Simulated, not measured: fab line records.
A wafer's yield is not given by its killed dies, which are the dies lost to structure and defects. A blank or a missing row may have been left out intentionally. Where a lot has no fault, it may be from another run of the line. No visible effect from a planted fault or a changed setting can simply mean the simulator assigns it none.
Which of the tools did it? ; flow nandHarc ; at 1 step of a route of 1302, 6 lots with 18 wafers sampled

== WHAT THE GAUGES SHOWED, per wafer ==
NHARC_P_M1_CD_MEAS_09: the cd target is 130 nm.
lot;measured;on;cdNm (nm)
L924;day 6 09:07;cdSem-01;129.6 130.3 130.5
L931;day 9 04:42;cdSem-03;129.5 129.4 129.3
L935;day 10 23:03;cdSem-01;130.9 130.6 131.6
L939;day 12 09:23;cdSem-01;130.2 129.9 130.1
L944;day 14 13:28;cdSem-01;129.9 130.9 129.6
L946;day 15 11:19;cdSem-03;131.5 130.7 131.0

== WHICH TOOL RAN EACH LOT (tool, then ch and the chambers of the sampled wafers, then the start) ==
Before these readings, the record contains no process step.

== THE ANSWER, worked out from the rows above alone ==
Rule: what is usual is taken from the lots themselves. Put in order of their means at a reading, lots are off if they are a third of the lots or fewer, leave a main group of 4 or more, and stand apart from it by a gap of 3 or more times the standard deviation of the main group's means; of several such gaps the widest counts. The tables above print the reading to a certain number of digits; a main group whose means all agree to those digits is not used. Also off: a lot with no number at a reading for which 4 or more lots have one. Any other lot the step has rows for is counted as sound.
Across all readings shown, no lot is off: no conclusion can be drawn from this.

== WHAT WAS PUT IN BY THE SIMULATOR ==
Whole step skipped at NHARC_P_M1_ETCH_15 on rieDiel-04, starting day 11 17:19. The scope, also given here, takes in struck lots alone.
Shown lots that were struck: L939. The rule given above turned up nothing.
